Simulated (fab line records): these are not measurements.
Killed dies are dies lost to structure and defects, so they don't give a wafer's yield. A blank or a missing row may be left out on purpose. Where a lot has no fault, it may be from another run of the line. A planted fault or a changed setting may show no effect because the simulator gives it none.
Which tool is to blame? :: flow nand_harc :: Sampling: 11 lots, 33 wafers, 5 of 1302 route steps

## WHAT EACH GAUGE READ, for each wafer
NHARC_P_M0_CD_MEAS_16.
lot: L075
measured: day 6 12:26
on: cd_sem-02
cd_nm (nm): 90.0 90.3 91.0

lot: L077
measured: day 7 04:27
on: cd_sem-02
cd_nm (nm): 89.8 89.2 89.3

lot: L080
measured: day 8 20:23
on: cd_sem-02
cd_nm (nm): 90.2 88.8 90.2

lot: L082
measured: day 9 14:17
on: cd_sem-03
cd_nm (nm): 89.8 89.6 88.9

lot: L084
measured: day 10 09:34
on: cd_sem-03
cd_nm (nm): 91.1 89.9 90.7

lot: L086
measured: day 11 10:38
on: cd_sem-02
cd_nm (nm): 89.5 91.7 90.1

lot: L088
measured: day 12 01:49
on: cd_sem-03
cd_nm (nm): 91.2 91.7 90.4

lot: L090
measured: day 12 20:29
on: cd_sem-02
cd_nm (nm): 89.1 89.6 89.8

lot: L092
measured: day 13 20:15
on: cd_sem-01
cd_nm (nm): 89.6 89.8 89.6

lot: L094
measured: day 14 11:22
on: cd_sem-01
cd_nm (nm): 90.9 91.3 90.7

lot: L096
measured: day 15 06:58
on: cd_sem-03
cd_nm (nm): 89.8 89.6 90.6

## EACH LOT AND THE TOOL THAT RAN IT (in order: tool; ch and the chambers of the sampled wafers; start)
lot: L075
NHARC_P_GATE_ETCH_104: rie_diel-05 ch 0,2,3, day 5 11:49
NHARC_P_GATE_STRIP_112: plasma_asher-02 ch 0,1, day 6 01:51
NHARC_P_GATE_STRIP_95: plasma_asher-02 ch 0, day 6 04:15
NHARC_P_M0_ETCH_34: rie_diel-11 ch 1,2,3, day 6 12:11

lot: L077
NHARC_P_GATE_ETCH_104: rie_diel-09 ch 1,2,3, day 6 04:01
NHARC_P_GATE_STRIP_112: plasma_asher-02 ch 0,1, day 6 17:52
NHARC_P_GATE_STRIP_95: plasma_asher-02 ch 0,1, day 6 20:17
NHARC_P_M0_ETCH_34: rie_diel-06 ch 1,2, day 7 04:14

lot: L080
NHARC_P_GATE_ETCH_104: rie_diel-05 ch 1,2,3, day 7 19:58
NHARC_P_GATE_STRIP_112: plasma_asher-01 ch 0, day 8 09:59
NHARC_P_GATE_STRIP_95: plasma_asher-02 ch 0,1, day 8 12:25
NHARC_P_M0_ETCH_34: rie_diel-11 ch 0,1,2, day 8 20:10

lot: L082
NHARC_P_GATE_ETCH_104: rie_diel-05 ch 1,2, day 8 14:08
NHARC_P_GATE_STRIP_112: plasma_asher-02 ch 0,1, day 9 03:53
NHARC_P_GATE_STRIP_95: plasma_asher-02 ch 0,1, day 9 06:19
NHARC_P_M0_ETCH_34: rie_diel-04 ch 0,1, day 9 14:05

lot: L084
NHARC_P_GATE_ETCH_104: rie_diel-03 ch 1,3, day 9 09:28
NHARC_P_GATE_STRIP_112: plasma_asher-01 ch 1, day 9 23:23
NHARC_P_GATE_STRIP_95: plasma_asher-02 ch 0,1, day 10 01:38
NHARC_P_M0_ETCH_34: rie_diel-11 ch 0,1,2, day 10 09:21

lot: L086
NHARC_P_GATE_ETCH_104: rie_diel-03 ch 0,1,2, day 10 10:02
NHARC_P_GATE_STRIP_112: plasma_asher-01 ch 0,1, day 11 00:05
NHARC_P_GATE_STRIP_95: plasma_asher-01 ch 0,1, day 11 02:28
NHARC_P_M0_ETCH_34: rie_diel-04 ch 0,2,3, day 11 10:26

lot: L088
NHARC_P_GATE_ETCH_104: rie_diel-03 ch 1,3, day 11 01:26
NHARC_P_GATE_STRIP_112: plasma_asher-01 ch 1, day 11 15:17
NHARC_P_GATE_STRIP_95: plasma_asher-01 ch 0,1, day 11 17:41
NHARC_P_M0_ETCH_34: rie_diel-11 ch 1,3, day 12 01:37

lot: L090
NHARC_P_GATE_ETCH_104: rie_diel-05 ch 0,2,3, day 11 19:47
NHARC_P_GATE_STRIP_112: plasma_asher-01 ch 0,1, day 12 09:44
NHARC_P_GATE_STRIP_95: plasma_asher-02 ch 0,1, day 12 12:06
NHARC_P_M0_ETCH_34: rie_diel-04 ch 0,1,3, day 12 20:15

lot: L092
NHARC_P_GATE_ETCH_104: rie_diel-05 ch 0,1,3, day 12 13:27
NHARC_P_GATE_STRIP_112: plasma_asher-01 ch 0,1, day 13 09:56
NHARC_P_GATE_STRIP_95: plasma_asher-01 ch 0,1, day 13 12:13
NHARC_P_M0_ETCH_34: rie_diel-04 ch 1,2,3, day 13 20:02

lot: L094
NHARC_P_GATE_ETCH_104: rie_diel-09 ch 0,1,2, day 13 11:09
NHARC_P_GATE_STRIP_112: plasma_asher-02 ch 0,1, day 14 01:08
NHARC_P_GATE_STRIP_95: plasma_asher-01 ch 0,1, day 14 03:23
NHARC_P_M0_ETCH_34: rie_diel-04 ch 0,1,2, day 14 11:10

lot: L096
NHARC_P_GATE_ETCH_104: rie_diel-09 ch 1,2,3, day 14 04:19
NHARC_P_GATE_STRIP_112: plasma_asher-01 ch 0,1, day 14 18:18
NHARC_P_GATE_STRIP_95: plasma_asher-01 ch 0,1, day 14 20:44
NHARC_P_M0_ETCH_34: rie_diel-04 ch 1,2,3, day 15 06:46
- NHARC_P_GATE_ETCH_104: etches the open film in CF4/CHF3, target depth 60 nm.
- NHARC_P_GATE_STRIP_112: strips in N2/H2, time 200 s.
- NHARC_P_GATE_STRIP_95: strips in O2.
- NHARC_P_M0_ETCH_34: etches the open film in N2/H2, target depth 40 nm, overetch 12 nm, time 43.94 s.

## THE ANSWER, worked out from the rows above alone
Rule: the usual values come from the lots themselves. The widest of any qualifying gaps counts: lots, ordered by their means at a reading, are off when they make up no more than a third of the lots, leave a main group of 4 or more, and stand apart from it by 3 or more times the standard deviation of that group's means. A main group whose means are all the same, to the digits that the tables above print for the reading, isn't used. A lot without any number at a reading at which 4 lots or more have one is off too. Any other lot the step has rows for is counted as sound.
Across all readings shown, no lot is off: no conclusion can be drawn from this.

## WHAT THE SIMULATOR HAD INSERTED
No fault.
